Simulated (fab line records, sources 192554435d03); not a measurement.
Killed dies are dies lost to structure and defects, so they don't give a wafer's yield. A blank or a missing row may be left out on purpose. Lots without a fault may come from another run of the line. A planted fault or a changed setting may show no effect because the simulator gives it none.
fab line records | flow n5_finfet | part 1 of 2: steps 1 to 4 of 6
record lots=21 wafers=63 last_day=18
route steps=1938 shown BEOL_M0_CUTY@712 BEOL_M0@726 BEOL_M1@770
lots that met no fault: from a run of the same line without faults
start_h: hours from the record's first day to the start of the lot's first wafer shown | wait_h: hours since the lot's step before | " the same as in the row above | L1.1+2: a row that stands for several wafers | - no value, or no start given | * or withheld: withheld | < > ~ a bound
route shown NAME@n: a module of which the file shows steps, and the number in the route of the first | usual: mean/standard deviation of fault-free wafers | same: alike in all rows | chamber/n: place in a boat | sites: the reading at each site | _std_site: their standard deviation | _edge_site: outer sites' mean less inner sites' | radius_mm: how far each site lies from the wafer's centre | mask NAME#n: copy n | behind: the tool/chamber that last shaped the wafer | hold: why the lot was held/for how many hours/how that ended | device: the transistor (n, p or np) that didn't switch | end of line: the same wafers' tests at the end of the route | a step without rows: its recipe alone | killed: dies lost to structure and defects at the first sort, not the wafer's yield | map: a wafer's dies, x killed, . not, _ none there
set.NAME: the setting as run; set.NAME@STEP: as run at that earlier step | model.NAME: the simulator's own value behind a step, which no gauge read
steps of the route over a sample of lots; a table a step, a row a wafer
services: from which hour (start_h, from the record's first day; less than 0 if before it) a tool's chamber was out of use, for how many hours, and why
## steps
# step N5_BEOL_M0_CUTY_ETCH_62
# recipe chemistry=CF4 target=SiARC mask_material=CAR-ArF-block time_s=58.5 ion_energy_ev=80 pressure_mtorr=40 source_w=545 bias_w=36 Ar_flow_sccm=100 cf4_flow_sccm=100 ends=cleared
# usual drypump_motor_current_A=5.6/0.45 etch_rf_on_time_s=58.4/2.1 oes_product_au=0.71/0.081 rf_vpp_V=184.2/1 showerhead_plenum_p_Torr=2.16/0.061 throttle_valve_pct=15.42/0.28
# columns lot.wafer tool chamber start_h wait_h drypump_motor_current_A etch_rf_on_time_s oes_product_au rf_hours_counter_h rf_vpp_V showerhead_plenum_p_Torr throttle_valve_pct
L074.1 rie_diel-01 3 112.35 0.0 4.8 58.0 0.70 69 183.6 2.16 15.09
L074.2 " 0 " " 5.7 58.8 0.64 153 184.8 2.23 15.56
L074.5 " 0 " " 5.7 59.0 0.64 - 185.9 2.23 15.54
L075.3 rie_diel-04 0 119.56 0.0 5.9 58.9 0.58 233 183.3 2.12 15.96
L075.4 " 3 " " 5.6 54.7 0.63 225 184.1 2.21 15.87
L075.5 " 2 " " 5.0 57.5 0.76 - 184.7 2.17 15.14
L077.3 rie_diel-02 3 129.41 0.0 6.1 60.3 0.61 179 183.3 2.13 15.75
L077.4 " 1 " " 5.4 58.0 0.71 61 184.2 2.07 15.08
L077.5 " 3 " " 6.1 60.9 0.61 - 185.1 2.13 15.76
L078.1 rie_diel-02 1 139.36 0.0 5.4 58.9 0.71 64 184.0 2.07 15.09
L078.3 " 2 " " 6.2 62.1 0.77 10 183.2 2.12 15.12
L078.4 " 0 " " 6.2 55.7 0.84 4 183.7 2.10 15.67
L080.2 rie_diel-02 3 147.44 0.0 6.1 61.1 0.60 185 182.7 2.12 15.77
L080.3 " 2 " " 6.2 60.9 0.76 13 184.3 2.12 15.11
L080.4 " 0 " " 6.2 55.2 0.83 7 183.1 2.10 15.66
L081.1 rie_diel-01 2 155.01 0.0 5.6 56.6 0.78 18 184.5 2.19 15.41
L081.3 " 0 " " 5.7 59.1 0.63 167 184.8 2.23 15.56
L081.6 " 2 " " 5.6 56.9 0.79 - 185.2 2.19 15.41
L082.1 rie_diel-04 0 163.49 0.0 5.8 60.3 0.56 250 184.4 2.11 16.00
L082.3 " 3 " " 5.6 55.3 0.61 242 184.3 2.21 15.90
L082.4 " 2 " " 5.0 57.4 0.73 46 185.3 2.17 15.16
L083.2 rie_diel-02 2 168.15 0.0 6.2 61.8 0.73 21 182.8 2.11 15.14
L083.3 " 1 " " 5.4 58.7 0.69 74 182.5 2.07 15.10
L083.6 " 2 " " 6.2 61.7 0.73 - 184.4 2.11 15.12
L084.3 rie_diel-01 0 174.89 0.0 5.6 59.5 0.62 173 185.2 2.22 15.58
L084.5 " 3 " " 4.8 58.4 0.67 - 185.3 2.15 15.13
L084.6 " 2 " " 5.6 56.8 0.77 - 184.3 2.19 15.42
L085.1 rie_diel-02 3 178.61 0.0 6.1 60.5 0.60 196 182.0 2.12 15.80
L085.2 " 2 " " 6.2 60.8 0.73 25 182.4 2.11 15.12
L085.6 " 2 " " 6.2 60.6 0.75 - 183.4 2.11 15.14
L086.3 rie_diel-02 3 190.05 0.0 6.1 60.3 0.60 201 185.6 2.12 15.80
L086.4 " 1 " " 5.4 58.6 0.68 81 183.7 2.07 15.11
L086.5 " 3 " " 6.1 60.6 0.60 - 184.8 2.12 15.80
L087.3 rie_diel-04 2 193.44 0.0 4.9 58.8 0.71 60 184.2 2.16 15.20
L087.4 " 2 " " 4.9 58.8 0.71 - 184.9 2.16 15.19
L087.5 " 0 " " 5.9 60.0 0.78 - 184.9 2.11 15.55
L088.1 rie_diel-04 2 202.73 0.0 5.0 58.0 0.70 63 184.9 2.16 15.20
L088.2 " 1 " " 5.2 58.6 0.77 29 184.1 2.28 15.39
L088.5 " 1 " " 5.2 58.8 0.76 - 184.1 2.28 15.40
L089.2 rie_diel-04 1 205.39 0.0 5.1 58.5 0.76 30 186.8 2.28 15.40
L089.5 " 2 " " 5.0 58.0 0.72 - 185.1 2.16 15.21
L089.6 " 3 " " 5.6 54.4 0.89 - 183.7 2.20 15.43
L090.4 rie_diel-01 1 212.01 0.0 5.6 60.0 0.74 21 185.5 2.18 15.07
L090.5 " 2 " " 5.5 57.0 0.76 - 185.2 2.18 15.45
L090.6 " 1 " " 5.5 60.0 0.75 - 183.0 2.18 15.06
L091.1 rie_diel-04 1 214.77 0.0 5.2 58.8 0.76 34 185.2 2.28 15.40
L091.3 " 2 " " 4.9 58.8 0.71 68 185.1 2.16 15.19
L091.6 " 0 " " 5.9 58.8 0.78 - 183.1 2.11 15.56
L092.1 rie_diel-04 2 220.31 0.0 5.0 58.0 0.71 70 183.2 2.16 15.22
L092.2 " 1 " " 5.2 58.4 0.75 36 184.1 2.28 15.41
L092.5 " 3 " " 5.6 53.6 0.86 - 184.4 2.20 15.46
L094.2 rie_diel-02 0 233.59 0.0 6.2 55.1 0.77 35 183.2 2.09 15.74
L094.3 " 3 " " 6.1 60.6 0.58 215 184.3 2.11 15.83
L094.4 " 2 " " 6.1 60.9 0.72 41 183.8 2.11 15.18
L095.4 rie_diel-01 2 242.68 0.0 5.6 57.2 0.73 49 184.8 2.18 15.48
L095.5 " 3 " " 4.8 57.7 0.66 - 183.9 2.14 15.18
L095.6 " 2 " " 5.6 56.7 0.74 - 186.3 2.18 15.48
L096.1 rie_diel-02 0 270.47 0.0 6.2 55.7 0.75 47 182.7 2.09 15.76
L096.3 " 2 " " 6.1 61.6 0.70 52 183.2 2.10 15.19
L096.5 " 2 " " 6.1 61.7 0.70 - 183.0 2.10 15.20
L097.2 rie_diel-01 1 270.83 0.0 5.6 59.5 0.72 43 185.8 2.17 15.11
L097.4 " 0 " " 5.7 58.7 0.60 210 185.1 2.21 15.65
L097.5 " 1 " " 5.6 59.4 0.73 - 184.0 2.17 15.12
# step N5_BEOL_M0_CUTY_ETCH_63
# recipe chemistry=N2/H2 target=SOC target_depth_a=827 overetch_a=165 mask_material=SiARC temp_c=40 ion_energy_ev=200 time_s=124 pressure_mtorr=30 source_w=840 bias_w=150 n2_flow_sccm=200 h2_flow_sccm=200
# usual drypump_motor_current_A=5.6/0.45 h2_flow_sccm=200.0/0.63 oes_product_au=0.68/0.072 rf_vpp_V=524.4/2.1 showerhead_plenum_p_Torr=2.56/0.082 throttle_valve_pct=17.64/0.19
# columns lot.wafer tool chamber start_h wait_h drypump_motor_current_A h2_flow_sccm oes_product_au rf_hours_counter_h rf_vpp_V showerhead_plenum_p_Torr throttle_valve_pct
L074.1 rie_diel-01 3 112.39 0.0 4.8 199.3 0.67 69 524.6 2.58 17.50
L074.2 " 0 " " 5.7 201.4 0.62 153 528.0 2.65 17.61
L074.5 " 0 " " 5.7 200.5 0.62 - 526.2 2.65 17.61
L075.3 rie_diel-04 0 119.61 0.0 5.9 199.0 0.57 234 522.0 2.48 17.91
L075.4 " 3 " " 5.6 200.2 0.58 225 524.6 2.62 18.00
L075.5 " 2 " " 5.0 200.6 0.72 - 523.3 2.60 17.68
L077.3 rie_diel-02 3 129.45 0.0 6.1 199.7 0.60 179 523.7 2.50 17.83
L077.4 " 1 " " 5.4 200.6 0.69 61 522.3 2.47 17.46
L077.5 " 3 " " 6.1 199.8 0.60 - 523.2 2.50 17.83
L078.1 rie_diel-02 1 139.41 0.0 5.4 199.1 0.68 64 522.7 2.47 17.44
L078.3 " 2 " " 6.2 200.3 0.76 10 522.8 2.50 17.32
L078.4 " 0 " " 6.2 200.1 0.79 4 522.9 2.48 17.79
L080.2 rie_diel-02 3 147.48 0.0 6.1 200.1 0.60 185 524.8 2.50 17.85
L080.3 " 2 " " 6.2 199.5 0.75 13 523.3 2.50 17.32
L080.4 " 0 " " 6.2 201.2 0.77 7 522.2 2.48 17.78
L081.1 rie_diel-01 2 155.06 0.0 5.6 199.6 0.74 18 525.8 2.59 17.63
L081.3 " 0 " " 5.7 199.7 0.60 167 526.3 2.65 17.64
L081.6 " 2 " " 5.6 199.7 0.74 - 526.2 2.59 17.61
L082.1 rie_diel-04 0 163.54 0.0 5.8 199.8 0.55 250 522.5 2.48 17.96
L082.3 " 3 " " 5.6 199.1 0.57 242 526.4 2.61 18.04
L082.4 " 2 " " 5.0 200.4 0.69 46 525.3 2.60 17.68
L083.2 rie_diel-02 2 168.19 0.0 6.2 200.4 0.74 21 524.1 2.50 17.34
L083.3 " 1 " " 5.4 199.9 0.66 74 521.7 2.47 17.46
L083.6 " 2 " " 6.2 200.1 0.73 - 521.8 2.50 17.33
L084.3 rie_diel-01 0 174.94 0.0 5.7 199.4 0.60 173 526.6 2.64 17.67
L084.5 " 3 " " 4.8 200.8 0.64 - 524.4 2.57 17.51
L084.6 " 2 " " 5.6 199.8 0.72 - 525.1 2.59 17.64
L085.1 rie_diel-02 3 178.66 0.0 6.1 199.9 0.59 196 523.7 2.50 17.86
L085.2 " 2 " " 6.2 199.7 0.74 25 521.7 2.49 17.32
L085.6 " 2 " " 6.2 199.7 0.73 - 524.0 2.49 17.35
L086.3 rie_diel-02 3 190.09 0.0 6.1 200.3 0.58 201 522.5 2.49 17.86
L086.4 " 1 " " 5.4 200.7 0.66 81 522.0 2.47 17.49
L086.5 " 3 " " 6.1 200.3 0.59 - 523.5 2.50 17.87
L087.3 rie_diel-04 2 193.49 0.0 4.9 200.2 0.68 60 523.7 2.59 17.74
L087.4 " 2 " " 4.9 201.7 0.67 - 523.9 2.59 17.72
L087.5 " 0 " " 5.9 199.5 0.76 - 521.7 2.47 17.59
L088.1 rie_diel-04 2 202.80 0.0 5.0 199.4 0.68 63 526.6 2.59 17.74
L088.2 " 1 " " 5.1 199.4 0.73 29 528.3 2.73 17.68
L088.5 " 1 " " 5.2 199.7 0.74 - 528.3 2.73 17.70
L089.2 rie_diel-04 1 205.43 0.0 5.2 199.6 0.73 30 528.4 2.73 17.67
L089.5 " 2 " " 5.0 199.8 0.68 - 525.4 2.59 17.73
L089.6 " 3 " " 5.6 200.8 0.81 - 525.4 2.61 17.62
L090.4 rie_diel-01 1 212.06 0.0 5.6 200.2 0.73 21 525.2 2.58 17.28
L090.5 " 2 " " 5.6 200.0 0.72 - 525.7 2.59 17.66
L090.6 " 1 " " 5.5 200.9 0.73 - 526.3 2.58 17.28
L091.1 rie_diel-04 1 214.82 0.0 5.2 199.6 0.73 34 528.1 2.73 17.70
L091.3 " 2 " " 5.0 199.8 0.68 68 525.4 2.59 17.73
L091.6 " 0 " " 5.9 199.3 0.75 - 521.6 2.47 17.58
L092.1 rie_diel-04 2 220.36 0.0 5.0 199.2 0.67 70 525.5 2.59 17.74
L092.2 " 1 " " 5.2 200.1 0.73 36 528.2 2.73 17.68
L092.5 " 3 " " 5.6 199.4 0.78 - 524.9 2.60 17.65
L094.2 rie_diel-02 0 233.63 0.0 6.2 199.0 0.71 35 522.8 2.47 17.85
L094.3 " 3 " " 6.1 200.1 0.58 215 525.3 2.49 17.90
L094.4 " 2 " " 6.1 200.6 0.70 41 523.2 2.49 17.35
L095.4 rie_diel-01 2 242.73 0.0 5.6 200.4 0.69 49 524.8 2.58 17.66
L095.5 " 3 " " 4.8 199.2 0.63 - 523.4 2.56 17.56
L095.6 " 2 " " 5.6 200.4 0.69 - 525.8 2.58 17.68
L096.1 rie_diel-02 0 270.52 0.0 6.2 199.6 0.70 47 522.6 2.46 17.86
L096.3 " 2 " " 6.2 199.8 0.68 52 520.9 2.48 17.38
L096.5 " 2 " " 6.2 199.4 0.69 - 523.0 2.48 17.37
L097.2 rie_diel-01 1 270.88 0.0 5.5 199.2 0.71 43 525.5 2.57 17.32
L097.4 " 0 " " 5.7 199.8 0.58 210 525.5 2.63 17.75
L097.5 " 1 " " 5.5 200.5 0.71 - 525.3 2.57 17.32
# step N5_BEOL_M0_ETCH_109
# recipe chemistry=CH3F/O2 target_depth_a=80 overetch_a=24 target=SiCN time_s=27.4 ion_energy_ev=120 pressure_mtorr=30 source_w=395 bias_w=75 Ar_flow_sccm=150 CH3F_flow_sccm=30 O2_flow_sccm=20
# usual drypump_motor_current_A=5.6/0.44 oes_product_au=0.71/0.076 rf_vpp_V=297.5/1.3 showerhead_plenum_p_Torr=2.02/0.062 throttle_valve_pct=16.14/0.29
# columns lot.wafer tool chamber start_h wait_h drypump_motor_current_A oes_product_au rf_hours_counter_h rf_vpp_V showerhead_plenum_p_Torr throttle_valve_pct
L074.1 rie_diel-01 2 115.21 0.1 5.6 0.83 1 297.7 2.06 16.17
L074.2 " 3 " " 4.8 0.70 70 297.6 2.02 15.82
L074.5 " 1 " " 5.5 0.59 - 297.7 2.06 16.18
L075.3 rie_diel-02 3 123.29 0.0 6.1 0.62 177 297.7 2.00 16.57
L075.4 " 1 " " 5.4 0.72 - 294.6 1.93 15.72
L075.5 " 3 " " 6.1 0.62 - 296.0 2.00 16.56
L077.3 rie_diel-02 3 131.14 0.6 6.1 0.62 180 296.9 2.00 16.58
L077.4 " 1 " " 5.4 0.71 61 296.1 1.93 15.75
L077.5 " 0 " " 6.2 0.84 - 297.1 1.95 16.31
L078.1 rie_diel-01 0 141.24 0.0 5.7 0.64 162 298.4 2.08 16.24
L078.3 " 3 " " 4.8 0.68 81 297.4 2.01 15.82
L078.4 " 2 " " 5.6 0.79 - 298.1 2.05 16.18
L080.2 rie_diel-02 3 154.49 0.0 6.1 0.62 188 297.3 2.00 16.60
L080.3 " 1 " " 5.4 0.71 70 295.3 1.93 15.75
L080.4 " 0 " " 6.2 0.80 9 296.1 1.95 16.33
L081.1 rie_diel-01 0 157.94 0.0 5.6 0.63 168 298.9 2.08 16.25
L081.3 " 3 " " 4.8 0.69 87 297.2 2.01 15.83
L081.6 " 1 " " 5.6 0.83 - 298.1 2.05 15.76
L082.1 rie_diel-04 1 168.65 0.0 5.2 0.77 17 300.8 2.14 16.06
L082.3 " 3 " " 5.6 0.59 244 298.2 2.07 16.68
L082.4 " 1 " " 5.2 0.79 - 300.2 2.14 16.07
L083.2 rie_diel-04 2 169.42 0.4 5.0 0.71 48 297.8 2.04 15.97
L083.3 " 3 " " 5.6 0.58 244 299.3 2.07 16.67
L083.6 " 3 " " 5.6 0.58 - 299.9 2.07 16.67
L085.1 rie_diel-04 3 182.28 0.0 5.6 0.58 250 297.3 2.07 16.67
L085.2 " 1 " " 5.2 0.78 20 300.6 2.14 16.09
L085.6 " 3 " " 5.6 0.60 - 298.8 2.07 16.68
L084.3 rie_diel-02 1 182.34 0.0 5.4 0.70 78 296.1 1.92 15.76
L084.5 " 0 " " 6.2 0.78 - 296.5 1.95 16.34
L084.6 " 1 " " 5.4 0.70 - 295.4 1.92 15.78
L086.3 rie_diel-01 1 191.80 0.0 5.5 0.79 14 299.2 2.05 15.78
L086.4 " 0 " " 5.6 0.63 181 298.4 2.08 16.29
L086.5 " 1 " " 5.5 0.79 - 297.7 2.05 15.80
L087.3 rie_diel-02 3 194.50 0.0 6.1 0.60 202 298.4 2.00 16.61
L087.4 " 2 " " 6.2 0.75 30 295.9 1.97 15.83
L087.5 " 1 " " 5.4 0.69 - 297.4 1.92 15.77
L088.1 rie_diel-01 1 206.57 0.1 5.5 0.76 20 299.1 2.05 15.79
L088.2 " 0 " " 5.7 0.61 187 298.9 2.08 16.30
L088.5 " 1 " " 5.5 0.77 - 297.4 2.05 15.81
L089.2 rie_diel-04 0 206.61 0.1 5.9 0.78 8 297.0 1.95 16.18
L089.5 " 3 " " 5.6 0.83 - 298.7 2.07 16.22
L089.6 " 2 " " 5.0 0.70 - 296.9 2.03 16.00
L090.4 rie_diel-02 2 213.09 0.0 6.2 0.75 36 295.4 1.96 15.85
L090.5 " 1 " " 5.4 0.68 - 294.6 1.92 15.78
L090.6 " 0 " " 6.3 0.77 - 296.8 1.94 16.37
L091.1 rie_diel-02 2 219.07 0.4 6.2 0.74 39 296.0 1.96 15.84
L091.3 " 1 " " 5.4 0.68 92 296.9 1.92 15.79
L091.6 " 0 " " 6.2 0.76 - 296.1 1.94 16.37
L092.1 rie_diel-04 3 221.82 0.0 5.6 0.80 8 297.9 2.07 16.24
L092.2 " 0 " " 5.8 0.77 15 295.6 1.95 16.20
L092.5 " 0 " " 5.9 0.78 - 295.1 1.95 16.19
L094.2 rie_diel-01 3 236.10 0.0 4.8 0.66 115 298.9 2.00 15.89
L094.3 " 2 " " 5.6 0.74 47 297.4 2.04 16.25
L094.4 " 1 " " 5.6 0.77 30 298.2 2.04 15.83
L095.4 rie_diel-02 0 244.40 0.2 6.2 0.73 38 296.8 1.94 16.38
L095.5 " 0 " " 6.2 0.76 - 296.1 1.94 16.38
L095.6 " 1 " " 5.4 0.67 - 294.4 1.92 15.82
L096.1 rie_diel-01 2 275.09 1.8 5.6 0.71 63 298.1 2.04 16.27
L096.3 " 0 " " 5.6 0.59 213 300.4 2.07 16.36
L096.5 " 3 " " 4.8 0.63 - 297.6 2.00 15.93
L097.2 rie_diel-01 3 275.17 1.6 4.8 0.65 131 297.5 2.00 15.92
L097.4 " 2 " " 5.6 0.71 63 298.4 2.04 16.28
L097.5 " 2 " " 5.6 0.73 - 297.2 2.04 16.28
# step N5_BEOL_M0_SURFACE_TREAT_137
# recipe gas=Ar time_s=* ion_energy_ev=* ion_current_ma_cm2=0.5 pressure_mtorr=* ar_flow_sccm=30
# usual throttle_valve_pct=*
# columns lot.wafer tool chamber start_h wait_h throttle_valve_pct
L074.1 pvd_sputter-02 - 117.48 0.9 *
L074.2 " - " " *
L074.5 " - " " *
L075.3 pvd_sputter-02 - 123.88 0.1 *
L075.4 " - " " *
L075.5 " - " " *
L077.3 pvd_sputter-03 - 132.65 0.2 *
L077.4 " - " " *
L077.5 " - " " *
L078.1 pvd_sputter-01 - 141.91 0.3 *
L078.3 " - " " *
L078.4 " - " " *
L080.2 pvd_sputter-01 - 157.02 1.1 *
L080.3 " - " " *
L080.4 " - " " *
L081.1 pvd_sputter-03 - 159.03 0.4 *
L081.3 " - " " *
L081.6 " - " " *
L082.1 pvd_sputter-01 - 169.53 0.2 *
L082.3 " - " " *
L082.4 " - " " *
L083.2 pvd_sputter-03 - 170.46 0.5 *
L083.3 " - " " *
L083.6 " - " " *
L085.1 pvd_sputter-03 - 182.90 0.1 *
L085.2 " - " " *
L085.6 " - " " *
L084.3 pvd_sputter-03 - 183.20 0.3 *
L084.5 " - " " *
L084.6 " - " " *
L086.3 pvd_sputter-03 - 192.80 0.4 *
L086.4 " - " " *
L086.5 " - " " *
L087.3 pvd_sputter-02 - 196.53 0.2 *
L087.4 " - " " *
L087.5 " - " " *
L088.1 pvd_sputter-01 - 207.14 0.2 *
L088.2 " - " " *
L088.5 " - " " *
L089.2 pvd_sputter-03 - 207.77 0.5 *
L089.5 " - " " *
L089.6 " - " " *
L090.4 pvd_sputter-01 - 214.39 0.2 *
L090.5 " - " " *
L090.6 " - " " *
L091.1 pvd_sputter-03 - 219.83 0.2 *
L091.3 " - " " *
L091.6 " - " " *
L092.1 pvd_sputter-02 - 225.82 0.1 *
L092.2 " - " " *
L092.5 " - " " *
L094.2 pvd_sputter-01 - 237.36 0.2 *
L094.3 " - " " *
L094.4 " - " " *
L095.4 pvd_sputter-02 - 246.26 0.5 *
L095.5 " - " " *
L095.6 " - " " *
L096.1 pvd_sputter-01 - 275.59 0.1 *
L096.3 " - " " *
L096.5 " - " " *
L097.2 pvd_sputter-02 - 275.67 0.1 *
L097.4 " - " " *
L097.5 " - " " *
